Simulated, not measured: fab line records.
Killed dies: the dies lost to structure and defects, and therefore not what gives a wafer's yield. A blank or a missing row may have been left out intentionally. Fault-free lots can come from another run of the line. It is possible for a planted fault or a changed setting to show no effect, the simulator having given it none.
Chamber matching -- flow n5_finfet -- N5_BEOL_M4_PECVD_72 on pecvd-01 has 3 sister chambers
The step deposits SiO2 from TEOS/O2, target thk 16 nm, time 18 s. 18 wafers are shown with their chamber, then 9 later ones without.

## WAFERS WITH THEIR CHAMBER
wafer,chamber,throttle_valve_pct (%),heater_power_w (W),showerhead_plenum_p_Torr (Torr)
L076.2,0,23.6,693,8.80
L076.3,2,21.6,714,8.81
L076.5,0,23.5,693,8.80
L079.2,0,23.4,801,8.80
L079.3,2,21.3,716,8.84
L079.6,2,21.6,715,8.81
L078.1,2,21.4,750,8.82
L078.2,0,23.6,698,8.81
L078.6,0,23.4,700,8.83
L084.2,1,24.3,676,8.82
L084.3,0,23.7,755,8.79
L084.6,1,24.3,685,8.82
L086.2,1,24.2,672,8.84
L086.4,2,21.5,683,8.82
L086.6,0,23.3,757,8.81
L088.1,0,23.2,777,8.79
L088.5,0,23.2,774,8.80
L088.6,2,21.5,725,8.82

SIGNATURES (means of the wafers above)
reading,chamber 0,chamber 1,chamber 2,scatter within a chamber
throttle_valve_pct,23.433,24.267,21.483,0.149
heater_power_w,738.67,677.67,717.17,33.6
showerhead_plenum_p_Torr,8.8033,8.8267,8.8200,0.0117
Rule: a wafer lies at a distance from a chamber equal to the root of the sum of squares, over the readings, of (its reading less the chamber's mean, divided by the reading's scatter). If the next closest chamber is less than 2 further off than the closest, the wafer can't be placed; otherwise it belongs to the closest. The scatter: take each reading less its chamber's mean, square it, sum over the shown wafers, divide by the number of wafers less the number of chambers, and take the root.

## WAFERS WHOSE CHAMBER IS MISSING
wafer,throttle_valve_pct (%),heater_power_w (W),showerhead_plenum_p_Torr (Torr)
L089.3,23.2,804,8.79
L089.4,21.6,782,8.82
L089.6,23.5,821,8.79
L093.1,21.5,740,8.83
L093.3,21.4,771,8.83
L093.4,23.0,788,8.80
L095.4,23.5,789,8.81
L095.5,24.5,566,8.84
L095.6,21.6,767,8.82

## WHICH CHAMBER EACH WENT THROUGH
wafer,from the rows above,in truth
L089.3,0,0
L089.4,2,2
L089.6,0,0
L093.1,2,2
L093.3,2,2
L093.4,0,0
L095.4,0,0
L095.5,1,1
L095.6,2,2
Placed correctly: 9 of 9. Not placeable from these rows: 0. Number placed wrongly: 0.
